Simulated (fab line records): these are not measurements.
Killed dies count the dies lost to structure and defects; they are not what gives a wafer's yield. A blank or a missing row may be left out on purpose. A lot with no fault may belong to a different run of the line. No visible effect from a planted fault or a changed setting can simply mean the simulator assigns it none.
Matching of chambers ; flow nand_harc ; NHARC_A_BONDPAD_ETCH_34 on rie_diel-03: 4 sister chambers
The step etches the open film in N2/H2, target depth 60 nm, overetch 18 nm, time 65.91 s. 16 wafers are shown with their chamber, then 8 later ones without.

== WAFERS, EACH WITH ITS CHAMBER ==
wafer;chamber;drypump_motor_current_A (A);rf_vpp_V (V);oes_product_au (a.u.)
L851.2;2;5.7;431.2;0.988
L851.3;3;5.8;434.8;0.996
L851.5;2;5.6;432.2;0.989
L852.2;0;5.9;427.7;0.998
L852.3;2;5.7;431.2;0.980
L852.4;1;5.1;433.8;0.996
L853.1;3;5.8;433.8;1.000
L853.3;2;5.7;431.5;0.980
L853.6;2;5.7;432.3;0.979
L861.3;2;5.7;432.2;0.980
L861.4;0;5.9;425.9;1.004
L861.6;1;5.1;433.7;1.003
L857.4;3;5.8;435.4;0.994
L857.5;1;5.1;433.4;1.005
L857.6;2;5.6;430.9;0.986
L859.1;1;5.1;433.9;1.011

SIGNATURES (averages over the wafers above)
reading;chamber 0;chamber 1;chamber 2;chamber 3;scatter within a chamber
drypump_motor_current_A;5.900;5.100;5.671;5.800;0.0345
rf_vpp_V;426.800;433.700;431.643;434.667;0.651
oes_product_au;1.00100;1.00375;0.98314;0.99667;0.00469
Rule: a wafer lies at a distance from a chamber equal to the root of the sum of squares, over the readings, of (its reading less the chamber's mean, divided by the reading's scatter). The wafer belongs to the nearest chamber; if the next one is less than 2 further off, it can't be placed. The scatter: the root of (the sum of the squares of (reading less its chamber's mean) over the shown wafers, divided by (wafers less chambers)).

== WAFERS MISSING THEIR CHAMBER ==
wafer;drypump_motor_current_A (A);rf_vpp_V (V);oes_product_au (a.u.)
L859.4;5.7;430.0;0.976
L859.5;5.8;428.9;0.999
L863.2;5.9;429.0;0.998
L863.3;5.8;433.8;1.003
L863.5;5.1;432.0;1.008
L865.2;5.9;426.0;1.018
L865.4;5.8;434.2;1.001
L865.5;5.7;431.3;0.990

== CHAMBER TAKEN BY EACH ==
wafer;from the rows above;in truth
L859.4;2;2
L859.5;0;0
L863.2;0;0
L863.3;3;3
L863.5;1;1
L865.2;0;0
L865.4;3;3
L865.5;2;2
Placed correctly: 8 of 8. From these rows, 0 cannot be placed. Wrongly placed: 0.
